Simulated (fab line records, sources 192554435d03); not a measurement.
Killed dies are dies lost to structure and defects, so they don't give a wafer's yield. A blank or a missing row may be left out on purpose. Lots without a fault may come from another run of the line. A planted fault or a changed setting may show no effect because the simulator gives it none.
fab line records | flow n5_finfet
record lots=12 wafers=36 last_day=16
route steps=1938 shown BEOL_M11@1539
lots that met no fault: from a run of the same line without faults
start_h: hours from the record's first day to the start of the lot's first wafer shown | wait_h: hours since the lot's step before | " the same as in the row above | L1.1+2: a row that stands for several wafers | - no value, or no start given | * or withheld: withheld | < > ~ a bound
route shown NAME@n: a module of which the file shows steps, and the number in the route of the first | usual: mean/standard deviation of fault-free wafers | same: alike in all rows | chamber/n: place in a boat | sites: the reading at each site | _std_site: their standard deviation | _edge_site: outer sites' mean less inner sites' | radius_mm: how far each site lies from the wafer's centre | mask NAME#n: copy n | behind: the tool/chamber that last shaped the wafer | hold: why the lot was held/for how many hours/how that ended | device: the transistor (n, p or np) that didn't switch | end of line: the same wafers' tests at the end of the route | a step without rows: its recipe alone | killed: dies lost to structure and defects at the first sort, not the wafer's yield | map: a wafer's dies, x killed, . not, _ none there
set.NAME: the setting as run; set.NAME@STEP: as run at that earlier step | model.NAME: the simulator's own value behind a step, which no gauge read
steps of the route over a sample of lots; a table a step, a row a wafer
services: from which hour (start_h, from the record's first day; less than 0 if before it) a tool's chamber was out of use, for how many hours, and why
## steps
# step N5_BEOL_M11_PECVD_70
# recipe material=SiO2 target_thk_a=200 temp_c=400 precursor=TEOS/O2 pressure_torr=5.5 rf_w=450 teos_flow_sccm=53.8 gas=O2 flow_sccm=3000 time_s=22.7
# usual heater_power_w=712/100 showerhead_plenum_p_Torr=8.76/0.061 throttle_valve_pct=23.3/1.3
# columns lot.wafer tool chamber start_h wait_h heater_power_w showerhead_plenum_p_Torr throttle_valve_pct
L131.1 pecvd-04 0 211.21 0.0 577 8.75 23.6
L131.2 " 1 " " 768 8.74 24.9
L131.4 " 2 " " 565 8.69 21.8
L132.3 pecvd-02 0 230.78 0.0 710 8.73 24.3
L132.4 " 0 " " 726 8.74 24.4
L132.6 " 1 " " 757 8.79 22.9
L135.2 pecvd-02 1 243.45 0.0 799 8.77 23.0
L135.3 " 1 " " 810 8.79 22.8
L135.5 " 0 " " 807 8.73 24.2
L138.2 pecvd-04 0 255.84 0.0 656 8.78 23.4
L138.3 " 1 " " 692 8.76 24.7
L138.6 " 2 " " 551 8.67 21.9
L139.1 pecvd-01 1 261.83 0.0 721 8.93 26.2
L139.2 " 2 " " 700 8.75 21.9
L139.6 " 0 " " 516 8.69 22.1
L140.1 pecvd-01 1 264.78 0.0 808 8.93 26.1
L140.2 " 2 " " 630 8.78 22.2
L140.5 " 2 " " 606 8.77 22.0
L142.1 pecvd-02 2 282.34 0.0 870 8.74 21.9
L142.3 " 1 " " 668 8.75 22.9
L142.5 " 2 " " 846 8.75 22.0
L143.1 pecvd-01 2 283.66 0.0 646 8.78 22.1
L143.4 " 2 " " 654 8.79 22.1
L143.5 " 1 " " 829 8.93 26.1
L148.2 pecvd-04 2 318.89 0.0 669 8.66 22.1
L148.3 " 1 " " 722 8.76 24.8
L148.5 " 1 " " 724 8.75 24.8
L147.4 pecvd-02 1 319.72 0.1 787 8.76 23.2
L147.5 " 0 " " 821 8.73 24.4
L147.6 " 2 " " 819 8.72 22.1
L150.1 pecvd-01 1 336.44 0.0 776 8.89 26.2
L150.5 " 0 " " 520 8.71 22.4
L150.6 " 1 " " 790 8.91 26.2
L152.1 pecvd-01 2 349.53 0.0 684 8.78 22.4
L152.3 " 1 " " 782 8.94 26.1
L152.5 " 2 " " 682 8.76 22.0
# step N5_BEOL_M11_COAT_64
# recipe resist=SiARC temp_c=220 time_s=60 spin_rpm=1500 resist_thk_nm=30
# usual plate_temp_C=220.02/0.16 spin_speed_rpm=1499.9/1
# columns lot.wafer tool chamber start_h wait_h plate_temp_C spin_speed_rpm
L131.1 litho_track-03 0 214.04 - 219.82 1499.1
L131.2 " 0 " " 219.93 1500.6
L131.4 " 0 " " 220.00 1500.2
L132.3 litho_track-05 0 233.44 - 220.18 1498.9
L132.4 " 0 " " 220.23 1500.5
L132.6 " 0 " " 220.38 1500.0
L135.2 litho_track-05 0 245.86 - 219.92 1499.9
L135.3 " 0 " " 220.15 1500.9
L135.5 " 0 " " 220.01 1500.1
L138.2 litho_track-02 0 258.79 - 220.14 1501.1
L138.3 " 0 " " 220.33 1498.7
L138.6 " 0 " " 220.25 1501.5
L139.1 litho_track-02 0 264.53 - 220.20 1499.9
L139.2 " 0 " " 220.12 1500.4
L139.6 " 0 " " 220.04 1500.4
L140.1 litho_track-03 0 268.36 - 220.14 1500.1
L140.2 " 0 " " 220.04 1500.5
L140.5 " 0 " " 219.89 1499.5
L142.1 litho_track-02 0 283.64 - 219.94 1500.7
L142.3 " 0 " " 220.08 1502.4
L142.5 " 0 " " 219.81 1502.1
L143.1 litho_track-03 0 286.95 - 219.75 1466.6
L143.4 " 0 " " 219.77 1465.9
L143.5 " 0 " " 219.97 1466.5
L148.2 litho_track-02 0 324.15 - 219.85 1501.1
L148.3 " 0 " " 219.74 1499.0
L148.5 " 0 " " 220.31 1499.6
L147.4 litho_track-03 0 324.16 - 219.73 1465.9
L147.5 " 0 " " 219.80 1465.6
L147.6 " 0 " " 219.90 1464.3
L150.1 litho_track-02 0 338.56 - 220.30 1501.6
L150.5 " 0 " " 219.98 1502.1
L150.6 " 0 " " 219.99 1500.6
L152.1 litho_track-02 0 351.96 - 219.88 1500.3
L152.3 " 0 " " 219.91 1500.7
L152.5 " 0 " " 219.83 1497.9
# step N5_BEOL_M11_CD_MEAS_28
# recipe target_cd_nm=70 landing_energy_ev=500 detector=se_inlens polarity=opening
# usual cd_nm=70.3/1.1
# columns lot.wafer tool chamber start_h wait_h cd_nm
L131.1 cd_sem-03 0 214.29 - 70.0
L131.2 " 0 " " 70.3
L131.4 " 0 " " 71.5
L132.3 cd_sem-02 0 233.82 - 70.4
L132.4 " 0 " " 71.7
L132.6 " 0 " " 68.8
L135.2 cd_sem-01 0 246.11 - 69.5
L135.3 " 0 " " 70.9
L135.5 " 0 " " 70.3
L138.2 cd_sem-03 0 259.04 - 66.7
L138.3 " 0 " " 69.3
L138.6 " 0 " " 69.7
L139.1 cd_sem-03 0 264.91 - 71.2
L139.2 " 0 " " 70.8
L139.6 " 0 " " 69.0
L140.1 cd_sem-01 0 268.73 - 71.4
L140.2 " 0 " " 71.0
L140.5 " 0 " " 71.6
L142.1 cd_sem-01 0 284.01 - 72.7
L142.3 " 0 " " 71.4
L142.5 " 0 " " 71.9
L143.1 cd_sem-03 0 287.19 - 71.5
L143.4 " 0 " " 70.6
L143.5 " 0 " " 70.8
L148.2 cd_sem-03 0 324.40 - 68.5
L148.3 " 0 " " 71.2
L148.5 " 0 " " 70.4
L147.4 cd_sem-03 0 324.57 - 69.3
L147.5 " 0 " " 68.5
L147.6 " 0 " " 69.6
L150.1 cd_sem-01 0 338.94 - 69.7
L150.5 " 0 " " 69.4
L150.6 " 0 " " 68.1
L152.1 cd_sem-02 0 352.33 - 70.7
L152.3 " 0 " " 72.4
L152.5 " 0 " " 71.0
# step N5_BEOL_M11_INSPECT_30
# recipe mode=adi inspect_instrument=brightfield
# usual raw_defect_count=393/89
# columns lot.wafer tool chamber start_h wait_h raw_defect_count
L131.1 defect_inspect-02 - 214.34 0.0 655
L131.2 " - " " 516
L131.4 " - " " 557
L132.3 defect_inspect-02 - 233.87 0.0 439
L132.4 " - " " 430
L132.6 " - " " 442
L135.2 defect_inspect-01 - 246.16 0.0 258
L135.3 " - " " 302
L135.5 " - " " 313
L138.2 defect_inspect-02 - 259.09 0.0 467
L138.3 " - " " 466
L138.6 " - " " 381
L139.1 defect_inspect-02 - 264.96 0.0 510
L139.2 " - " " 403
L139.6 " - " " 437
L140.1 defect_inspect-02 - 268.78 0.0 265
L140.2 " - " " 260
L140.5 " - " " 284
L142.1 defect_inspect-02 - 284.06 0.0 464
L142.3 " - " " 443
L142.5 " - " " 373
L143.1 defect_inspect-02 - 287.25 0.0 339
L143.4 " - " " 331
L143.5 " - " " 328
L148.2 defect_inspect-01 - 324.45 0.0 353
L148.3 " - " " 366
L148.5 " - " " 296
L147.4 defect_inspect-02 - 324.62 0.0 286
L147.5 " - " " 306
L147.6 " - " " 371
L150.1 defect_inspect-02 - 339.00 0.0 463
L150.5 " - " " 330
L150.6 " - " " 388
L152.1 defect_inspect-01 - 352.38 0.0 421
L152.3 " - " " 363
L152.5 " - " " 408
## services
# columns tool chamber start_h hours kind
pecvd-01 2 193.53 5.5 scheduled_down
pecvd-04 0 198.77 11.6 repair
pecvd-01 2 202.38 - clean
pecvd-01 2 202.38 - consumable_replace:showerhead
pecvd-01 2 202.38 29.0 scheduled_down
pecvd-01 2 202.38 29.0 vent_cycle
pecvd-02 - 212.28 0.4 repair
pecvd-02 0 214.62 2.1 scheduled_down
litho_track-02 - 233.31 - consumable_replace:filter
pecvd-02 2 241.55 5.5 scheduled_down
pecvd-02 - 245.19 5.5 pm
pecvd-02 2 255.88 2.1 scheduled_down
pecvd-01 2 266.03 5.0 scheduled_down
pecvd-04 2 287.88 2.1 scheduled_down
pecvd-02 1 289.42 5.5 scheduled_down
pecvd-02 2 292.67 13.2 repair
pecvd-01 0 296.42 5.3 repair
pecvd-04 - 335.80 28.1 pm
pecvd-02 2 344.81 3.0 repair
## key
first_sign step=N5_BEOL_M11_COAT_64 reading=spin_speed_rpm direction=down sigmas=33 usual=* struck=*
effect none on later readings
met_at N5_BEOL_M11_COAT_64
struck_lots L143,L147
not_acting_at N5_BEOL_M11_PECVD_70,N5_BEOL_M11_CD_MEAS_28,N5_BEOL_M11_INSPECT_30
onset_between 268.36 286.95
fault kind=process_parameter_drift tool=litho_track-03 chamber=- onset_h=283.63 steps=N5_BEOL_M11_COAT_64 channel=spin_rpm offset=* shape=step end_h=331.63 acts_in=* stated=*
